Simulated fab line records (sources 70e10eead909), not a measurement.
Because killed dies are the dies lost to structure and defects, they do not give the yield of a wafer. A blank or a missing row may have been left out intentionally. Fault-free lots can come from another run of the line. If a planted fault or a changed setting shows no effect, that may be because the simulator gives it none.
fab line records | flow nand-harc
record: lots: 4 wafers: 12 last-day: 30
route steps=1302 shown A_CHANNEL_HOLE_D1@450 END@1301
lots that met no fault: taken from a fault-free run of the same line
start-h: start of the lot's first displayed wafer, in hours after the record's first day | wait-h: hours elapsed since this lot's preceding step | " as in the row above | L1.1+2: a single row standing in for several wafers | - either no value or no given start | * or withheld: withheld | < > ~ a bound
route shown NAME@n: NAME is a module with steps in the file, n the number in the route of the first one | usual: average and standard deviation across the fault-free wafers | same: alike in all rows | chamber/n: place in a boat | sites: readings site by site | _std_site: the standard deviation of these | _edge_site: outer sites' mean less inner sites' | radius-mm: for every site, how far away it sits from the centre of the wafer | mask NAME#n: copy n | behind: the most recent tool/chamber to have shaped the wafer | hold: why the lot went on hold/how many hours it stayed there/how the hold came to an end | device: which transistor (n, p or np) failed to switch | end of line: the same wafers' tests at the end of the route | for a step that has no rows: nothing shown but its recipe | killed: not the wafer's yield, but the dies lost to structure and defects at the first sort | map: a wafer's dies, marking killed ones x, the rest . and places with no die _
set.NAME: the setting the step ran with; set.NAME@STEP: the setting that earlier step ran with | model.NAME: the simulator's own value behind a step, which no gauge read
lots at some steps of the route; a table a step, a row a wafer
services: the hour from which a tool's chamber was out of use, counted from the record's first day as start-h (under 0 if before that day), plus the number of hours and why
== steps ==
step: NHARC_A_CHANNEL_HOLE_D1_DEP_00
recipe: target-thk-a: 31000 temp-c: 400 material: aC
step: NHARC_A_CHANNEL_HOLE_D1_DEP_01
recipe: target-thk-a: 1400 target-thk-nm: 140 temp-c: 400 pressure-torr: 3.5 flow-sccm: 200 rf-w: 350 material: SiON
step: NHARC_A_CHANNEL_HOLE_D1_DEHYDRATE_02
recipe: temp-c: 150 time-s: 120
step: NHARC_A_CHANNEL_HOLE_D1_HMDS_03
recipe: time-s: 30
step: NHARC_A_CHANNEL_HOLE_D1_COAT_36
recipe: temp-c: 260 time-s: 75
step: NHARC_A_CHANNEL_HOLE_D1_COAT_37
recipe: temp-c: 225 time-s: 65
step: NHARC_A_CHANNEL_HOLE_D1_COAT_04
recipe: spin-rpm: 1500 resist-thk-nm: 90
step: NHARC_A_CHANNEL_HOLE_D1_SOFTBAKE_05
recipe: temp-c: 105 time-s: 55
step: NHARC_A_CHANNEL_HOLE_D1_EBR_06
step: NHARC_A_CHANNEL_HOLE_D1_EXPOSE_07
recipe: na: 1.35 target-cd-nm: 100 sigma-outer: 0.3 dose-mj: 59.65 mask-id: HOLE_D1
step: NHARC_A_CHANNEL_HOLE_D1_PEB_08
recipe: peb-temp-c: 100 peb-time-s: 65
usual: heater-power-total-W: 156.7/0.41 plate-temp-C: 99.99/0.12 resist-line-temp-C: 23.03/0.12
columns lot.wafer tool chamber start-h wait-h heater-power-total-W plate-temp-C resist-line-temp-C
L370.1 litho-track-04 0 249.75 0.1 156.3 99.84 22.96
L370.4 " 0 " " 157.2 99.83 22.95
L370.5 " 0 " " 156.2 99.91 23.08
L375.3 litho-track-04 0 293.07 0.0 162.7 103.15 22.95
L375.4 " 0 " " 163.1 103.05 22.92
L375.6 " 0 " " 163.7 103.06 23.02
L377.1 litho-track-04 0 325.16 0.1 163.7 103.02 23.15
L377.3 " 0 " " 163.6 102.83 23.26
L377.5 " 0 " " 163.3 103.01 22.98
L381.2 litho-track-01 0 360.60 0.1 156.8 100.12 22.86
L381.3 " 0 " " 155.9 99.97 22.88
L381.5 " 0 " " 157.0 100.13 22.87
step: NHARC_A_CHANNEL_HOLE_D1_DEVELOP_09
recipe: develop-time-s: 35 dev-temp-c: 23
step: NHARC_A_CHANNEL_HOLE_D1_CD_MEAS_10
recipe: target-cd-nm: 100 landing-energy-ev: 500
usual: cd-nm: 99.9/0.72
columns lot.wafer tool chamber start-h wait-h cd-nm
L370.1 cd-sem-02 0 249.83 - 100.9
L370.4 " 0 " " 100.5
L370.5 " 0 " " 99.7
L375.3 cd-sem-03 0 293.15 - 108.0
L375.4 " 0 " " 108.2
L375.6 " 0 " " 107.8
L377.1 cd-sem-01 0 325.24 - 106.2
L377.3 " 0 " " 107.0
L377.5 " 0 " " 106.9
L381.2 cd-sem-03 0 360.68 - 101.0
L381.3 " 0 " " 100.6
L381.5 " 0 " " 100.7
step: NHARC_A_CHANNEL_HOLE_D1_DESCUM_15
recipe: time-s: 3 o2-flow-sccm: 200 ar-flow-sccm: 0 bias-power-w: 0 chemistry: O2
usual: drypump-motor-current-A: 5.4/0.46 oes-product-au: 1.005/0.015 rf-vpp-V: 57.7/0.84 showerhead-plenum-p-Torr: 1.92/0.093 throttle-valve-pct: 11.310/0.01
columns lot.wafer tool chamber start-h wait-h drypump-motor-current-A oes-product-au rf-hours-counter-h rf-vpp-V showerhead-plenum-p-Torr throttle-valve-pct model.A_CHANNEL_HOLE_D1.cd-nm
L370.1 rie-diel-09 3 250.19 0.2 5.5 1.035 10 57.8 2.04 11.319 100.9
L370.4 " 1 " " 4.9 0.998 8 56.3 2.03 11.289 100.3
L370.5 " 3 " " 5.4 1.037 - 58.2 2.04 11.305 99.71
L375.4 rie-diel-09 2 293.33 0.1 5.3 1.004 13 57.7 1.82 11.308 108.4
L375.3 " 0 " " 5.3 1.010 14 57.7 1.86 11.312 107.1
L375.6 " 2 " " 5.3 1.010 - 58.0 1.82 11.307 107.8
L377.3 rie-diel-10 1 325.44 0.1 5.1 1.002 24 58.2 1.90 11.297 107.8
L377.1 " 2 " " 6.3 0.988 24 58.3 1.78 11.300 106
L377.5 " 1 " " 5.1 1.013 - 57.6 1.90 11.295 107.3
L381.3 rie-diel-09 3 360.87 0.1 5.4 1.024 2 56.9 2.04 11.326 100.7
L381.2 " 1 " " 4.9 0.988 2 57.8 2.03 11.312 102.1
L381.5 " 2 " " 5.3 0.987 - 58.4 1.82 11.312 100.7
step: NHARC_A_CHANNEL_HOLE_D1_ETCH_38
recipe: target-depth-a: 390 over-etch-frac: 0.3 time-s: 65 ion-energy-ev: 80 cf4-flow-sccm: 150 ar-flow-sccm: 0 rf-w: 300 bias-w: 100 chemistry: CF4
step: NHARC_A_CHANNEL_HOLE_D1_ETCH_39
recipe: target-depth-a: 2600 over-etch-frac: 0.3 time-s: 325 ion-energy-ev: 200 n2-flow-sccm: 150 h2-flow-sccm: 150 ar-flow-sccm: 0 rf-w: 400 bias-w: 150 chemistry: N2/H2
step: NHARC_A_CHANNEL_HOLE_D1_ETCH_34
recipe: target-depth-a: 1540 time-s: 77 cf4-flow-sccm: 100 chf3-flow-sccm: 30 ar-flow-sccm: 0 rf-w: 500 bias-w: 200 chemistry: CF4/CHF3
step: NHARC_A_CHANNEL_HOLE_D1_ETCH_16
recipe: target-depth-a: 31000 over-etch-frac: 0.3 time-s: 806 ion-energy-ev: 150 o2-flow-sccm: 400 cos-flow-sccm: 20 ar-flow-sccm: 0 rf-w: 500 bias-w: 300 chemistry: O2/COS
step: NHARC_A_CHANNEL_HOLE_D1_CD_MEAS_18
usual: cd-nm: 100/3.3
columns lot.wafer tool chamber start-h wait-h cd-nm
L370.1 cd-sem-03 - 251.75 - 96
L370.4 " - " " 98
L370.5 " - " " 99
L375.3 cd-sem-01 - 294.44 - 113
L375.4 " - " " 110
L375.6 " - " " 106
L377.1 cd-sem-03 - 327.20 - 105
L377.3 " - " " 107
L377.5 " - " " 108
L381.2 cd-sem-01 - 361.97 - 103
L381.3 " - " " 103
L381.5 " - " " 102
step: NHARC_A_CHANNEL_HOLE_D1_ETCH_19
recipe: bias-v: 1200 source-w: 2500 pressure-mtorr: 15 time-s: 34.5 ar-flow-sccm: 375 c4f8-flow-sccm: 28.8 o2-flow-sccm: 96.2 temp-c: -20 target-depth-a: * chemistry: C4F8/O2/Ar
step: NHARC_A_CHANNEL_HOLE_D1_ETCH_20
recipe: bias-v: 3000 source-w: withheld pressure-mtorr: 20 time-s: 361.9 ar-flow-sccm: 375 c4f8-flow-sccm: 89.3 o2-flow-sccm: 35.7 temp-c: -20 target-depth-a: 16000 chemistry: C4F8/O2/Ar
step: NHARC_A_CHANNEL_HOLE_D1_ETCH_21
recipe: bias-v: 3000 source-w: withheld pressure-mtorr: 20 time-s: 514.3 ar-flow-sccm: 375 c4f8-flow-sccm: 89.3 o2-flow-sccm: 35.7 temp-c: -20 target-depth-a: 16000 chemistry: C4F8/O2/Ar
step: NHARC_A_CHANNEL_HOLE_D1_ETCH_22
recipe: bias-v: 3000 source-w: withheld pressure-mtorr: 20 time-s: 666.7 ar-flow-sccm: 375 c4f8-flow-sccm: 89.3 o2-flow-sccm: 35.7 temp-c: -20 target-depth-a: 16000 chemistry: C4F8/O2/Ar
step: NHARC_A_CHANNEL_HOLE_D1_ETCH_23
recipe: bias-v: 5000 source-w: withheld pressure-mtorr: 20 time-s: 819 ar-flow-sccm: 375 c4f8-flow-sccm: 89.3 o2-flow-sccm: 35.7 temp-c: -20 target-depth-a: 16000 chemistry: C4F8/O2/Ar
step: NHARC_A_CHANNEL_HOLE_D1_ETCH_24
recipe: bias-v: 5000 source-w: withheld pressure-mtorr: 20 time-s: 906.2 ar-flow-sccm: 375 c4f8-flow-sccm: 93.8 o2-flow-sccm: 31.2 temp-c: -20 target-depth-a: 15000 chemistry: C4F8/O2/Ar
step: NHARC_A_CHANNEL_HOLE_D1_ETCH_25
recipe: bias-v: 5000 source-w: withheld pressure-mtorr: 20 time-s: 1040.2 ar-flow-sccm: 375 c4f8-flow-sccm: 93.8 o2-flow-sccm: 31.2 temp-c: -20 target-depth-a: 15000 chemistry: C4F8/O2/Ar
step: NHARC_A_CHANNEL_HOLE_D1_ETCH_26
recipe: bias-v: 300 source-w: 2000 pressure-mtorr: 30 time-s: 224.1 ar-flow-sccm: 375 c4f8-flow-sccm: 11.4 o2-flow-sccm: 113.6 temp-c: -20 target-depth-a: 3000 chemistry: C4F8/O2/Ar
step: NHARC_A_CHANNEL_HOLE_D1_ETCH_33
recipe: bias-v: 400 source-w: 2000 pressure-mtorr: 25 time-s: 90 ar-flow-sccm: 375 c4f8-flow-sccm: 41.7 o2-flow-sccm: 83.3 temp-c: -20 target-depth-a: 4000 chemistry: C4F8/O2/Ar
step: NHARC_A_CHANNEL_HOLE_D1_STRIP_41
recipe: n2-flow-sccm: 150 h2-flow-sccm: 150 ar-flow-sccm: 0 bias-w: 0 chemistry: N2/H2
step: NHARC_A_CHANNEL_HOLE_D1_STRIP_42
recipe: cf4-flow-sccm: 100 chf3-flow-sccm: 30 ar-flow-sccm: 0 bias-w: 0 chemistry: CF4/CHF3
step: NHARC_A_CHANNEL_HOLE_D1_STRIP_43
recipe: o2-flow-sccm: 400 cos-flow-sccm: 20 ar-flow-sccm: 0 bias-w: 0 chemistry: O2/COS
step: NHARC_A_CHANNEL_HOLE_D1_ETCH_44
recipe: target-depth-a: 1400 overetch-a: 140 time-s: 77 ion-energy-ev: 100 cf4-flow-sccm: 80 o2-flow-sccm: 20 ar-flow-sccm: 0 rf-w: 300 bias-w: 100 chemistry: CF4/O2
usual: drypump-motor-current-A: 5.4/0.44 oes-product-au: 1.003/0.015 rf-vpp-V: 197.9/1.4 showerhead-plenum-p-Torr: 1.34/0.063 throttle-valve-pct: 13.398/0.0088
columns lot.wafer tool chamber start-h wait-h drypump-motor-current-A oes-product-au rf-hours-counter-h rf-vpp-V showerhead-plenum-p-Torr throttle-valve-pct model.A_CHANNEL_HOLE_D1.cd-nm
L370.4 rie-diel-10 0 256.60 0.0 6.3 1.002 1 197.9 1.35 13.384 90.68
L370.1 " 3 " " 5.3 1.020 1 197.1 1.30 13.397 92.22
L370.5 " 0 " " 6.3 1.006 - 198.7 1.34 13.396 90.69
L375.4 rie-diel-10 0 299.36 0.2 6.3 0.998 14 199.5 1.34 13.400 96.86
L375.3 " 1 " " 5.1 1.002 16 199.0 1.33 13.400 98.6
L375.6 " 3 " " 5.2 1.006 - 195.8 1.30 13.404 98.74
L377.3 rie-diel-09 0 332.72 0.1 5.3 1.022 0 196.5 1.30 13.403 97.11
L377.1 " 3 " " 5.4 1.010 0 198.3 1.42 13.386 96.4
L377.5 " 1 " " 4.8 0.981 - 198.8 1.41 13.406 96.45
L381.3 rie-diel-09 1 366.91 0.1 4.9 0.994 2 198.8 1.41 13.398 93.95
L381.2 " 2 " " 5.3 1.005 3 196.1 1.27 13.397 89.15
L381.5 " 0 " " 5.3 1.029 - 197.9 1.29 13.388 90.46
step: NHARC_A_CHANNEL_HOLE_D1_STRIP_27
recipe: o2-flow-sccm: 500 ar-flow-sccm: 0 bias-w: 0 chemistry: O2
step: NHARC_A_CHANNEL_HOLE_D1_PRECLEAN_28
recipe: time-s: * temp-c: 50 bath-age-min: 0 chemistry: SC1
step: NHARC_A_CHANNEL_HOLE_D1_SRD_29
step: NHARC_A_CHANNEL_HOLE_D1_CD_MEAS_30
usual: cd-nm: 89.7/1.7
columns lot.wafer tool chamber start-h wait-h cd-nm
L370.1 cd-sem-02 - 257.43 - 91.7
L370.4 " - " " 90.7
L370.5 " - " " 90.5
L375.3 cd-sem-03 - 300.16 - 99.1
L375.4 " - " " 96.5
L375.6 " - " " 98.6
L377.1 cd-sem-02 - 333.51 - 96.3
L377.3 " - " " 97.3
L377.5 " - " " 96.6
L381.2 cd-sem-02 - 367.70 - 90.0
L381.3 " - " " 94.9
L381.5 " - " " 90.9
step: NHARC_A_CHANNEL_HOLE_D1_XSEM_31
recipe: landing-energy-ev: 35000
usual: bot-cd-nm: 74.2/1.7 bow-nm: 8.69/0.3 tilt-deg: 0.07/0.049
columns lot.wafer tool chamber start-h wait-h bot-cd-nm bow-nm tilt-deg
L370.1 xsem-01 0 257.52 0.1 76.0 8.57 0.10
L370.4 " 0 " " 75.5 8.46 0.10
L370.5 " 0 " " 76.0 8.57 0.10
L375.3 xsem-02 0 300.26 0.1 84.3 8.35 0.05
L375.4 " 0 " " 81.4 8.26 0.05
L375.6 " 0 " " 83.4 8.27 0.06
L377.1 xsem-02 0 333.60 0.1 81.0 9.11 0.05
L377.3 " 0 " " 81.9 9.06 0.05
L377.5 " 0 " " 81.5 9.09 0.05
L381.2 xsem-02 0 367.79 0.1 74.1 8.52 0.10
L381.3 " 0 " " 79.5 8.59 0.10
L381.5 " 0 " " 75.0 8.62 0.10
step: NHARC_END_WLT_00
usual: VT_DECK1_BOTTOM: 0.870/0.0079 VT_DECK1_BOTTOM_INNER: 0.870/0.0077 VT_DECK1_MEDIAN_NEAR_BOTTOM: 0.872/0.0076 VT_DECK1_MEDIAN_NEAR_BOTTOM_INNER: 0.871/0.0073 VT_DECK1_MIDDLE: 0.884/0.0076 VT_DECK1_MIDDLE_INNER: 0.884/0.0062 VT_DECK1_TOP: 0.896/0.007 VT_DECK1_TOP_INNER: 0.896/0.0063 VT_DECK2_BOTTOM: 0.867/0.0083 VT_DECK2_BOTTOM_INNER: 0.867/0.0082 VT_DECK2_MEDIAN_NEAR_BOTTOM: 0.869/0.0081 VT_DECK2_MEDIAN_NEAR_BOTTOM_INNER: 0.869/0.0084 VT_DECK2_MIDDLE: 0.882/0.0076 VT_DECK2_MIDDLE_INNER: 0.881/0.0073 VT_DECK2_TOP: 0.894/0.0068 VT_DECK2_TOP_INNER: 0.893/0.0068
columns lot.wafer tool chamber start-h wait-h VT_DECK1_BOTTOM VT_DECK1_BOTTOM_INNER VT_DECK1_MEDIAN_NEAR_BOTTOM VT_DECK1_MEDIAN_NEAR_BOTTOM_INNER VT_DECK1_MIDDLE VT_DECK1_MIDDLE_INNER VT_DECK1_TOP VT_DECK1_TOP_INNER VT_DECK2_BOTTOM VT_DECK2_BOTTOM_INNER VT_DECK2_MEDIAN_NEAR_BOTTOM VT_DECK2_MEDIAN_NEAR_BOTTOM_INNER VT_DECK2_MIDDLE VT_DECK2_MIDDLE_INNER VT_DECK2_TOP VT_DECK2_TOP_INNER
L370.1 prober-01 - 621.73 0.0 0.877 0.880 0.877 0.876 0.887 0.886 0.900 0.896 0.866 0.857 0.864 0.868 0.873 0.871 0.893 0.888
L370.4 " - 623.23 1.5 0.869 0.869 0.869 0.875 0.892 0.888 0.901 0.896 0.872 0.865 0.869 0.870 0.882 0.880 0.891 0.889
L370.5 " - " " 0.877 0.878 0.870 0.879 0.894 0.887 0.896 0.892 0.871 0.869 0.873 0.867 0.885 0.879 0.885 0.889
L375.3 prober-01 - 665.84 1.1 0.892 0.898 0.892 0.895 0.908 0.906 0.919 0.922 0.875 0.868 0.862 0.868 0.888 0.891 0.893 0.894
L375.4 " - " " 0.884 0.893 0.889 0.887 0.906 0.906 0.917 0.914 0.872 0.870 0.867 0.873 0.892 0.890 0.894 0.895
L375.6 " - 667.35 2.6 0.900 0.903 0.899 0.902 0.908 0.911 0.920 0.912 0.864 0.878 0.872 0.862 0.888 0.885 0.891 0.888
L377.1 prober-01 - 691.26 0.0 0.885 0.885 0.888 0.892 0.899 0.899 0.910 0.918 0.856 0.870 0.860 0.860 0.871 0.873 0.896 0.881
L377.3 " - " " 0.883 0.890 0.895 0.885 0.899 0.901 0.910 0.910 0.865 0.866 0.868 0.863 0.873 0.882 0.895 0.886
L377.5 " - " " 0.897 0.883 0.893 0.889 0.898 0.901 0.914 0.912 0.860 0.864 0.859 0.867 0.877 0.882 0.895 0.897
L381.2 prober-01 - 723.89 0.5 0.872 0.885 0.881 0.873 0.888 0.886 0.897 0.907 0.865 0.859 0.867 0.862 0.877 0.878 0.892 0.892
L381.3 " - " " 0.878 0.888 0.895 0.888 0.891 0.900 0.907 0.894 0.867 0.862 0.864 0.864 0.872 0.883 0.886 0.894
L381.5 " - 725.39 2.0 0.879 0.877 0.884 0.879 0.890 0.893 0.904 0.898 0.862 0.866 0.876 0.869 0.885 0.887 0.895 0.890
step: NHARC_END_SORT_01
recipe: temp-c: 25
usual: killed-at-array: 52/16 killed-at-other: 0.8/0.98 killed-at-periphery: 4.2/2.9 killed-dies: 57/16 killed-open: 3.3/1.9 killed-short: 2.5/1.5
same: gross-dies: 677
columns lot.wafer tool chamber start-h wait-h killed-at-array killed-at-other killed-at-periphery killed-dies killed-open killed-short
L375.3 prober-01 0 669.47 3.1 31 0 2 33 4 4
L375.4 prober-01 0 670.27 3.4 42 1 1 44 2 1
killed by level:class
L375.3 A_CHANNEL_HOLE_D1:chamber-film-flake=19 A_CHANNEL_FILL_D1:geometric-particle:short=3 P_CONTACT:geometric-particle:open=2 A_DECK1_JOINT:geometric-particle:short=1 A_CONTACT:geometric-particle:open=1 A_M1:geometric-particle:open=1 A_CHANNEL_FILL_D1:chamber-film-flake=1 A_CHANNEL_HOLE_D2:chamber-film-flake=1
L375.4 A_CHANNEL_HOLE_D1:chamber-film-flake=31 A_BLC:chamber-film-flake=4 P_CONTACT:geometric-particle:open=1 A_SOURCE_PLATE:geometric-particle:open=1 A_WL_FILL:geometric-particle:short=1 A_ZERO_WELL:chamber-film-flake=1 A_STAIRCASE:chamber-film-flake=1 A_SLIT:chamber-film-flake=1
== services ==
columns tool chamber start-h hours kind
rie-diel-09 1 226.65 14.5 repair
rie-diel-10 - 242.56 9.0 pm
rie-diel-09 0 250.14 - clean
rie-diel-09 1 250.14 - clean
rie-diel-09 2 250.14 - clean
rie-diel-09 3 250.14 - clean
rie-diel-09 0 274.64 - clean
rie-diel-09 1 274.64 - clean
rie-diel-09 2 274.64 - clean
rie-diel-09 3 274.64 - clean
rie-diel-09 0 299.14 - clean
rie-diel-09 1 299.14 - clean
rie-diel-09 2 299.14 - clean
rie-diel-09 3 299.14 - clean
rie-diel-09 3 315.29 3.7 repair
rie-diel-09 - 320.14 9.0 pm
rie-diel-09 0 320.14 9.0 vent-cycle
rie-diel-09 1 320.14 9.0 vent-cycle
rie-diel-09 2 320.14 9.0 vent-cycle
rie-diel-09 3 320.14 9.0 vent-cycle
rie-diel-09 0 329.14 - clean
rie-diel-09 1 329.14 - clean
litho-track-01 - 330.00 7.0 pm
rie-diel-09 0 345.55 6.6 repair
== key ==
first-sign: step: NHARC_A_CHANNEL_HOLE_D1_PEB_08 reading: plate-temp-C direction: up sigmas: 26 usual: * struck: *
effect: step: NHARC_A_CHANNEL_HOLE_D1_PEB_08 reading: heater-power-total-W direction: up sigmas: 16 usual: * struck: *
effect: step: NHARC_A_CHANNEL_HOLE_D1_CD_MEAS_10 reading: cd-nm direction: up sigmas: 10 usual: 99.9 struck: 107.4 through: control-loop
effect: step: NHARC_A_CHANNEL_HOLE_D1_CD_MEAS_18 reading: cd-nm direction: up sigmas: 2.6 usual: 100 struck: 108 through: control-loop
effect: step: NHARC_A_CHANNEL_HOLE_D1_CD_MEAS_30 reading: cd-nm direction: up sigmas: 4.6 usual: 89.7 struck: 97.4 through: control-loop
effect: step: NHARC_A_CHANNEL_HOLE_D1_XSEM_31 reading: bot-cd-nm direction: up sigmas: 4.9 usual: 74.2 struck: 82.3 through: control-loop
effect: step: NHARC_END_WLT_00 reading: VT_DECK1_MIDDLE_INNER direction: up sigmas: 3.3 usual: 0.884 struck: 0.904
model-effect: step: NHARC_A_CHANNEL_HOLE_D1_DESCUM_15 value: A_CHANNEL_HOLE_D1.cd-nm without: 99.9 struck: 107.4
model-effect: step: NHARC_A_CHANNEL_HOLE_D1_ETCH_44 value: A_CHANNEL_HOLE_D1.cd-nm without: 89.85 struck: 97.36
met-at NHARC_A_CHANNEL_HOLE_D1_PEB_08
struck-wafers L375.3,L375.4,L375.6,L377.1,L377.3,L377.5
tester-left-out L375,L377
loop-trim: step: NHARC_A_CHANNEL_HOLE_D1_EXPOSE_07 setting: dose lots: L377
onset-between 249.75 293.07
fault: kind: process-parameter-drift tool: litho-track-04 chamber: - onset-h: 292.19 steps: NHARC_A_CHANNEL_HOLE_D1_PEB_08 channel: peb-temp-c offset: * shape: step end-h: 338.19 acts-in: * stated: *
tester-left-out: of these lots the tester's yield and bins aren't shown, on N5 and GAA mostly nor the transistor test; their killed dies are dies lost to structure and defects alone, not to doping, threshold or leakage, so they don't give the yield
loop-trim: a control loop set the setting to another value than it would have without faults
